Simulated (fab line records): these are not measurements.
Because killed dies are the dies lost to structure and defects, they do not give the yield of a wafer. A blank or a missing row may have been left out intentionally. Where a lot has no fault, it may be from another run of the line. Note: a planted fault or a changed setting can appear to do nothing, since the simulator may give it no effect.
fab line records -- flow n5Finfet
[record] lots = 6, wafers = 18, lastDay = 17
route steps=1938 shown SD_EPI_N@276 BEOL_M4@1111
lots with no fault: from the same line, run without faults
startH: hours from the record's opening day to when the first of the lot's shown wafers began -- waitH: hours elapsed since this lot's preceding step -- " same as the row above -- L1.1+2: one row covering several wafers at once -- - no value present, or no start provided -- * or withheld: withheld -- < > ~ a bound
route shown NAME@n: names a module that has steps shown in the file, with the first one's number in the route -- usual: the fault-free wafers' mean and standard deviation -- same: alike in all rows -- chamber/n: place in a boat -- sites: the reading at each site -- _std_site: standard deviation of those values -- _edge_site: the outer-site mean with the inner-site mean subtracted -- radiusMm: how far each site lies from the wafer's centre -- mask NAME#n: copy n -- behind: the tool/chamber that last shaped the wafer -- hold: why the lot went on hold/how many hours it stayed there/how the hold came to an end -- device: the transistor (n, p or np) that didn't switch -- end of line: tests of these same wafers at the route's end -- for a step that has no rows: nothing shown but its recipe -- killed: dies that structure and defects cost at the first sort, which is not the same as the wafer's yield -- map: per-die view of a wafer (x killed, . not killed, _ where there is no die)
set.NAME: the setting as run; set.NAME@STEP: as run at that earlier step -- model.NAME: the simulator's own value behind a step, which no gauge read
lots at selected steps of the route; one table per step, one row per wafer
services: when a tool's chamber went out of use (startH, in hours from the record's first day, below 0 if earlier), for how many hours, and the reason
[[steps]]
[step N5_SD_EPI_N_STRIP_36]
[recipe] chemistry = N2/H2, tempC = 40, n2FlowSccm = 200, h2FlowSccm = 200, rfFrequencyHz = 6e+07
[step N5_SD_EPI_N_ETCHBACK_44]
[recipe] chemistry = CH3F/O2, mode = anisotropicEtchback, target = SiNx, targetDepthA = 145, stopOn = SiO2, overEtchFrac = 0.3, ionEnergyEv = 120, pressureMtorr = 30, sourceW = 395, biasW = 73, Ar_flow_sccm = 150, CH3F_flow_sccm = 30, O2_flow_sccm = 20
[step N5_SD_EPI_N_ETCH_45]
[recipe] chemistry = CH3F/O2, target = SiOCN, targetDepthA = 60, maskMaterial = SOC, ionEnergyEv = 60, biasW = 29, pressureMtorr = 15, sourceW = 410, Ar_flow_sccm = 150, CH3F_flow_sccm = 30, O2_flow_sccm = 20
[usual] drypumpMotorCurrentA = 5.8/0.47, oesProductAu = 0.76/0.083, rfVppV = 127.5/1.1, showerheadPlenumPTorr = 2.00/0.074, throttleValvePct = 23.31/0.28
lot.wafer,tool,chamber,startH,waitH,drypumpMotorCurrentA,oesProductAu,rfHoursCounterH,rfVppV,showerheadPlenumPTorr,throttleValvePct
L133.2,rieDiel-05,1,57.75,0.1,5.2,0.89,31,128.0,2.03,23.53
L133.4,rieDiel-05,2,57.75,0.1,5.5,0.69,228,125.7,1.89,23.52
L133.5,rieDiel-05,0,57.75,0.1,5.9,0.67,-,127.1,1.96,23.27
L134.2,rieDiel-06,1,62.69,0.1,5.9,0.70,212,125.5,1.89,23.84
L134.5,rieDiel-06,2,62.69,0.1,5.1,0.75,-,126.8,1.91,23.59
L134.6,rieDiel-06,1,62.69,0.1,5.9,0.70,-,126.4,1.89,23.85
L142.1,rieDiel-02,2,115.55,0.1,5.9,0.75,170,127.4,2.07,23.15
L142.3,rieDiel-02,3,115.55,0.1,5.7,0.69,210,127.0,1.97,23.30
L142.6,rieDiel-02,0,115.55,0.1,6.4,0.76,-,127.6,1.99,23.02
L143.1,rieDiel-06,1,121.50,0.1,5.9,0.68,231,126.5,1.89,23.87
L143.3,rieDiel-06,0,121.50,0.1,5.8,0.71,210,127.1,1.97,23.63
L143.5,rieDiel-06,0,121.50,0.1,5.9,0.71,-,127.5,1.97,23.63
L148.1,rieDiel-06,3,143.45,0.1,5.7,0.92,20,127.1,2.12,23.17
L148.2,rieDiel-06,1,143.45,0.1,5.9,0.68,239,126.1,1.88,23.88
L148.6,rieDiel-06,0,143.45,0.1,5.8,0.69,-,128.3,1.97,23.64
L153.1,rieDiel-02,1,180.65,0.1,6.6,0.81,82,128.1,2.09,22.95
L153.5,rieDiel-02,1,180.65,0.1,6.6,0.80,-,127.9,2.09,22.95
L153.6,rieDiel-02,0,180.65,0.1,6.3,0.75,-,128.6,1.98,23.04
[step N5_SD_EPI_N_ETCH_16]
[recipe] chemistry = CHF3/O2, target = SiO2, targetDepthA = 50, maskMaterial = SOC, pressureMtorr = 30, sourceW = 650, biasW = 170, Ar_flow_sccm = 200, CHF3_flow_sccm = 50, O2_flow_sccm = 5, ionEnergyEv = 200
[usual] drypumpMotorCurrentA = 5.8/0.47, oes_f_703_au = 0.76/0.079, oesProductAu = 0.76/0.082, rfVppV = 527/5.7, showerheadPlenumPTorr = 2.42/0.086, throttleValvePct = 18.90/0.26
lot.wafer,tool,chamber,startH,waitH,drypumpMotorCurrentA,oes_f_703_au,oesProductAu,rfHoursCounterH,rfVppV,showerheadPlenumPTorr,throttleValvePct
L133.2,rieDiel-05,1,57.85,0.1,5.2,0.88,0.89,31,538,2.45,19.05
L133.4,rieDiel-05,2,57.85,0.1,5.6,0.68,0.68,228,519,2.28,19.10
L133.5,rieDiel-05,0,57.85,0.1,5.9,0.68,0.68,-,521,2.37,18.85
L134.2,rieDiel-06,1,62.79,0.1,5.9,0.71,0.70,212,524,2.29,19.40
L134.5,rieDiel-06,2,62.79,0.1,5.1,0.76,0.75,-,526,2.31,19.15
L134.6,rieDiel-06,1,62.79,0.1,5.9,0.71,0.70,-,524,2.29,19.38
L142.1,rieDiel-02,2,115.65,0.1,5.9,0.75,0.74,170,535,2.49,18.76
L142.3,rieDiel-02,3,115.65,0.1,5.7,0.68,0.68,210,528,2.38,18.91
L142.6,rieDiel-02,0,115.65,0.1,6.4,0.78,0.76,-,529,2.41,18.64
L143.1,rieDiel-06,1,121.60,0.1,5.9,0.69,0.68,231,523,2.28,19.41
L143.3,rieDiel-06,0,121.60,0.1,5.8,0.70,0.70,210,517,2.38,19.21
L143.5,rieDiel-06,0,121.60,0.1,5.8,0.69,0.69,-,517,2.38,19.20
L148.1,rieDiel-06,3,143.55,0.1,5.8,0.91,0.91,20,533,2.56,18.71
L148.2,rieDiel-06,1,143.55,0.1,5.9,0.69,0.68,239,523,2.28,19.44
L148.6,rieDiel-06,0,143.55,0.1,5.8,0.70,0.69,-,517,2.38,19.23
L153.1,rieDiel-02,1,180.75,0.1,6.5,0.82,0.82,82,527,2.52,18.57
L153.5,rieDiel-02,1,180.75,0.1,6.5,0.83,0.81,-,528,2.52,18.56
L153.6,rieDiel-02,0,180.75,0.1,6.3,0.75,0.75,-,529,2.40,18.69
[step N5_SD_EPI_N_STRIP_47]
[recipe] chemistry = CHF3/O2, resist = SiARC, rfFrequencyHz = 6e+07
[step N5_SD_EPI_N_SD_RECESS_17]
[recipe] chemistry = HBr/Cl2/O2, targetDepthA = 410, maskMaterial = SOC, timeS = 23.7, btTimeS = 3, pressureMtorr = 10, icpW = 800, biasW = 112, HBr_flow_sccm = 150, Cl2_flow_sccm = 80, O2_flow_sccm = 12
[usual] drypumpMotorCurrentA = 5.6/0.44, heBacksideLeakSccm = 2.8/0.34, oesProductAu = 1.007/0.017, throttleValvePct = 37.10/0.25
lot.wafer,tool,chamber,startH,waitH,drypumpMotorCurrentA,heBacksideLeakSccm,oesProductAu,rfHoursCounterH,throttleValvePct
L133.2,rieSi-01,2,57.92,0.0,5.9,2.8,1.008,107,37.01
L133.4,rieSi-01,1,57.92,0.0,5.3,2.9,1.000,14,37.47
L133.5,rieSi-01,3,57.92,0.0,5.1,2.7,1.003,-,37.07
L134.2,rieSi-03,3,62.86,0.0,6.1,2.6,1.037,108,37.06
L134.5,rieSi-03,0,62.86,0.0,5.4,2.9,0.975,-,36.65
L134.6,rieSi-03,3,62.86,0.0,6.1,2.7,1.036,-,37.06
L142.1,rieSi-01,0,115.72,0.0,5.1,3.0,1.022,43,37.18
L142.3,rieSi-01,2,115.72,0.0,5.9,2.7,1.007,108,37.03
L142.6,rieSi-01,3,115.72,0.0,5.1,2.7,1.003,-,37.09
L143.1,rieSi-03,2,121.67,0.0,5.6,2.9,0.998,3,37.18
L143.3,rieSi-03,1,121.67,0.0,5.9,2.2,1.024,100,37.39
L143.5,rieSi-03,0,121.67,0.0,5.4,3.0,0.979,-,36.64
L148.1,rieSi-01,2,143.62,0.0,5.9,2.7,1.007,109,37.02
L148.2,rieSi-01,0,143.62,0.0,5.1,2.6,1.028,44,37.18
L148.6,rieSi-01,0,143.62,0.0,5.1,2.8,1.028,-,37.19
L153.1,rieSi-01,0,180.82,0.0,5.1,2.9,1.026,44,37.19
L153.5,rieSi-01,2,180.82,0.0,5.9,2.8,1.003,-,37.02
L153.6,rieSi-01,1,180.82,0.0,5.3,3.2,0.994,-,37.50
[step N5_SD_EPI_N_STRIP_38]
[recipe] chemistry = N2/H2, powerW = 1000, tempC = 250, h2Frac = 0.65, overashFraction = 0.3, pressureMtorr = withheld, n2FlowSccm = 1750, h2FlowSccm = 3250
[usual] drypumpMotorCurrentA = 5.52/0.18, h2FlowSccm = 3252/9.4, heaterPowerW = 353/23, oesProductAu = 0.761/0.0097
lot.wafer,tool,chamber,startH,waitH,drypumpMotorCurrentA,h2FlowSccm,heaterPowerW,oesProductAu,rfHoursCounterH
L133.2,plasmaAsher-02,1,58.02,0.1,5.41,3265,317,0.758,33
L133.4,plasmaAsher-02,0,58.02,0.1,5.72,3260,374,0.754,-
L133.5,plasmaAsher-02,0,58.02,0.1,5.77,3269,377,0.763,-
L134.2,plasmaAsher-01,0,62.96,0.1,5.58,3252,370,0.766,88
L134.5,plasmaAsher-01,1,62.96,0.1,5.24,3264,333,0.759,-
L134.6,plasmaAsher-01,0,62.96,0.1,5.58,3240,374,0.765,-
L142.1,plasmaAsher-02,0,115.82,0.1,5.78,3251,367,0.760,43
L142.3,plasmaAsher-02,0,115.82,0.1,5.72,3260,387,0.758,-
L142.6,plasmaAsher-02,0,115.82,0.1,5.72,3258,379,0.763,-
L143.1,plasmaAsher-02,1,121.76,0.1,5.40,3254,331,0.761,44
L143.3,plasmaAsher-02,0,121.76,0.1,5.77,3239,374,0.757,-
L143.5,plasmaAsher-02,0,121.76,0.1,5.76,3224,378,0.754,-
L148.1,plasmaAsher-02,0,143.71,0.1,5.77,3254,371,0.753,47
L148.2,plasmaAsher-02,1,143.71,0.1,5.40,3261,337,0.765,47
L148.6,plasmaAsher-02,1,143.71,0.1,5.38,3265,337,0.770,-
L153.1,plasmaAsher-02,1,180.92,0.1,5.40,3269,323,0.771,57
L153.5,plasmaAsher-02,0,180.92,0.1,5.73,3242,376,0.755,-
L153.6,plasmaAsher-02,1,180.92,0.1,5.37,3242,334,0.763,-
[step N5_SD_EPI_N_WET_ETCH_43]
[recipe] chemistry = dHF, dilution = withheld, timeS = 14, target = SiO2, targetDepthA = 15, tempC = 25
[step N5_SD_EPI_N_STRIP_18]
[recipe] chemistry = SPM, timeS = 750, tempC = 130, h2so4H2o2VolRatio = 4
[step N5_SD_EPI_N_SRD_20]
[recipe] dry = ipaMarangoni, doPpb = 5, timeS = 30, tempC = 23, rinseLiquid = diw
[step N5_SD_EPI_N_PRECLEAN_48]
[recipe] chemistry = NF3:NH3, afsCycles = 2, tempC = 30, timeS = 20, sublimationTempC = 180, sublimationTimeS = 60, pressureTorr = 3, rfPowerW = 30
[step N5_SD_EPI_N_VAPOR_ETCH_50]
[recipe] chemistry = HCl, target = Si, tempC = 775, timeS = 54, pressureTorr = 20, mode = isotropic
[usual] throttleValvePct = 11.7/0.51
lot.wafer,tool,chamber,startH,waitH,throttleValvePct
L133.2,epiRpcvd-02,0,58.76,0.3,11.9
L133.4,epiRpcvd-02,0,58.76,0.3,12.0
L133.5,epiRpcvd-02,0,58.76,0.3,11.7
L134.2,epiRpcvd-03,0,63.70,0.3,11.0
L134.5,epiRpcvd-03,0,63.70,0.3,11.3
L134.6,epiRpcvd-03,0,63.70,0.3,10.9
L142.1,epiRpcvd-02,0,116.53,0.3,12.0
L142.3,epiRpcvd-02,0,116.53,0.3,12.0
L142.6,epiRpcvd-02,0,116.53,0.3,11.9
L143.1,epiRpcvd-02,0,122.48,0.3,11.9
L143.3,epiRpcvd-02,0,122.48,0.3,11.8
L143.5,epiRpcvd-02,0,122.48,0.3,11.8
L148.1,epiRpcvd-04,0,144.70,0.5,12.3
L148.2,epiRpcvd-04,0,144.70,0.5,12.3
L148.6,epiRpcvd-04,0,144.70,0.5,12.3
L153.1,epiRpcvd-04,0,181.77,0.4,12.7
L153.5,epiRpcvd-04,0,181.77,0.4,12.4
L153.6,epiRpcvd-04,0,181.77,0.4,12.5
[step N5_SD_EPI_N_EPI_21]
[recipe] material = Si:P, dopant = P, tempC = 680, pressureTorr = 255, timeS = 690
lot.wafer,tool,chamber,startH,waitH
L133.2+4+5,epiRpcvd-02,0,59.19,0.4
L134.2+5+6,epiRpcvd-03,0,64.13,0.4
L142.1+3+6,epiRpcvd-02,0,116.71,0.1
L143.1+3+5,epiRpcvd-02,0,122.66,0.1
L148.1+2+6,epiRpcvd-04,0,145.02,0.3
L153.1+5+6,epiRpcvd-04,0,182.01,0.2
[step N5_SD_EPI_N_EPI_MEAS_23]
[recipe] mode = xrd
[usual] thkNm = 58.9/1.1
lot.wafer,tool,chamber,startH,waitH,thkNm
L133.2,filmMetro-02,-,60.63,1.2,58.2
L133.4,filmMetro-02,-,60.63,1.2,58.7
L133.5,filmMetro-02,-,60.63,1.2,57.9
L134.2,filmMetro-01,-,65.58,1.2,60.6
L134.5,filmMetro-01,-,65.58,1.2,59.7
L134.6,filmMetro-01,-,65.58,1.2,58.3
L142.1,filmMetro-02,-,118.43,1.4,53.9
L142.3,filmMetro-02,-,118.43,1.4,52.4
L142.6,filmMetro-02,-,118.43,1.4,54.1
L143.1,filmMetro-02,-,124.38,1.4,54.2
L143.3,filmMetro-02,-,124.38,1.4,54.2
L143.5,filmMetro-02,-,124.38,1.4,54.7
L148.1,filmMetro-01,-,148.05,2.5,58.6
L148.2,filmMetro-01,-,148.05,2.5,58.7
L148.6,filmMetro-01,-,148.05,2.5,59.2
L153.1,filmMetro-01,-,184.28,1.9,59.5
L153.5,filmMetro-01,-,184.28,1.9,58.1
L153.6,filmMetro-01,-,184.28,1.9,58.6
[step N5_SD_EPI_N_PRECLEAN_24]
[recipe] chemistry = O3/DIW, timeS = 60, tempC = 22, o3Ppm = 10
[step N5_BEOL_M4_RC_MEAS_101]
[usual] DIBL_N = 35.9/1.4, DIBL_P = 35.9/1.7, IOFF_N = 0.155/0.023, IOFF_P = 0.201/0.029, ION_N = 672/8.8, ION_P = 460/7, SS_N = 71.6/0.48, SS_P = 73.1/0.64, VT_N = 250.0/3, VT_P = -251.6/3
lot.wafer,tool,chamber,startH,waitH,DIBL_N[mV/V],DIBL_P[mV/V],IOFF_N[nA/um],IOFF_P[nA/um],ION_N[uA/um],ION_P[uA/um],SS_N[mV/dec],SS_P[mV/dec],VT_N[mV],VT_P[mV]
L133.2,prober-02,0,173.10,0.2,35.9,35.7,0.154,0.217,671,463,71.3,72.8,249.9,-249.3
L133.4,prober-02,0,173.10,0.2,37.4,38.3,0.190,0.258,680,468,71.8,72.9,246.4,-244.6
L133.5,prober-02,0,173.10,0.2,35.1,34.7,0.142,0.203,663,465,71.0,72.5,253.2,-247.8
L134.2,prober-02,0,183.09,0.2,34.8,33.7,0.131,0.188,665,462,71.6,71.9,254.0,-249.1
L134.5,prober-02,0,183.09,0.2,35.7,34.9,0.139,0.206,666,462,71.8,73.1,251.4,-247.9
L134.6,prober-02,0,183.09,0.2,36.3,36.9,0.167,0.238,673,464,71.9,73.9,247.6,-244.8
L142.1,prober-01,0,243.82,0.0,35.9,35.8,0.146,0.187,671,458,71.1,72.8,252.1,-251.9
L142.3,prober-01,0,243.82,0.0,36.0,36.4,0.143,0.201,663,455,71.4,73.1,251.7,-249.7
L142.6,prober-01,0,243.82,0.0,36.2,36.6,0.152,0.203,666,455,71.4,72.5,253.6,-251.7
L143.1,prober-01,0,248.38,0.0,35.2,37.6,0.181,0.236,675,470,71.9,73.9,246.2,-250.2
L143.3,prober-01,0,248.38,0.0,33.8,36.1,0.148,0.212,672,468,72.0,72.9,249.1,-249.2
L143.5,prober-01,0,248.38,0.0,34.0,36.5,0.150,0.210,680,467,71.3,72.2,249.6,-248.4
L148.1,prober-01,0,269.18,0.0,39.0,37.0,0.170,0.219,675,459,72.4,73.6,247.8,-255.0
L148.2,prober-01,0,269.18,0.0,37.8,35.2,0.148,0.186,671,450,70.7,73.0,252.3,-253.5
L148.6,prober-01,0,269.18,0.0,39.6,38.5,0.191,0.237,684,463,72.0,74.2,247.0,-248.9
L153.1,prober-01,0,304.23,0.0,35.2,36.3,0.178,0.210,670,457,71.9,73.7,245.9,-247.7
L153.5,prober-01,0,304.23,0.0,34.9,35.6,0.163,0.206,677,464,71.5,73.9,247.7,-251.7
L153.6,prober-01,0,304.23,0.0,34.4,35.6,0.162,0.198,666,454,71.1,73.4,247.2,-248.7
[[services]]
tool,chamber,startH,hours,kind
epiRpcvd-02,-,34.47,14.6,pm
rieDiel-02,0,37.94,4.1,repair
rieDiel-05,1,40.94,2.4,repair
rieDiel-06,3,40.94,4.9,repair
rieSi-01,3,46.02,3.3,repair
epiRpcvd-03,-,50.92,0.8,pm
rieDiel-06,3,51.35,-,clean
rieDiel-06,3,51.35,-,consumableReplace:focusRing
rieDiel-06,3,51.35,-,consumableReplace:showerhead
rieDiel-06,3,51.35,26.0,scheduledDown
rieDiel-05,2,52.94,3.9,repair
rieDiel-06,0,52.95,4.0,repair
plasmaAsher-02,-,70.22,0.7,repair
rieDiel-06,0,71.63,6.5,repair
rieDiel-02,-,77.79,0.1,repair
rieDiel-02,-,80.40,2.8,pm
rieDiel-05,3,85.44,2.8,repair
rieSi-01,0,97.66,6.8,repair
rieDiel-06,1,99.50,6.9,repair
epiRpcvd-03,-,120.38,2.1,repair
epiRpcvd-03,-,126.18,1.8,repair
epiRpcvd-04,-,132.15,2.8,pm
rieSi-03,2,152.56,1.8,repair
plasmaAsher-01,-,158.26,1.1,repair
[[key]]
[firstSign] step = N5_SD_EPI_N_EPI_MEAS_23, reading = thkNm, direction = down, sigmas = 4.5, usual = *, struck = *
effect none on later readings
metAt N5_SD_EPI_N_EPI_21
struckWafers L142.1,L142.3,L142.6,L143.1,L143.3,L143.5
onsetBetween 59.19 116.71
alsoFits N5_SD_EPI_N_VAPOR_ETCH_50:epiRpcvd-02
[fault] kind = siteProfileDrift, tool = epiRpcvd-02, chamber = -, onsetH = 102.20, steps = N5_SD_EPI_N_EPI_21, basis = fraction, maxAbsDrift = 0.16183, slopeSharePerHr = 80.917, sitePattern = 0,0,0,0,0,-1,-1,-1,-1
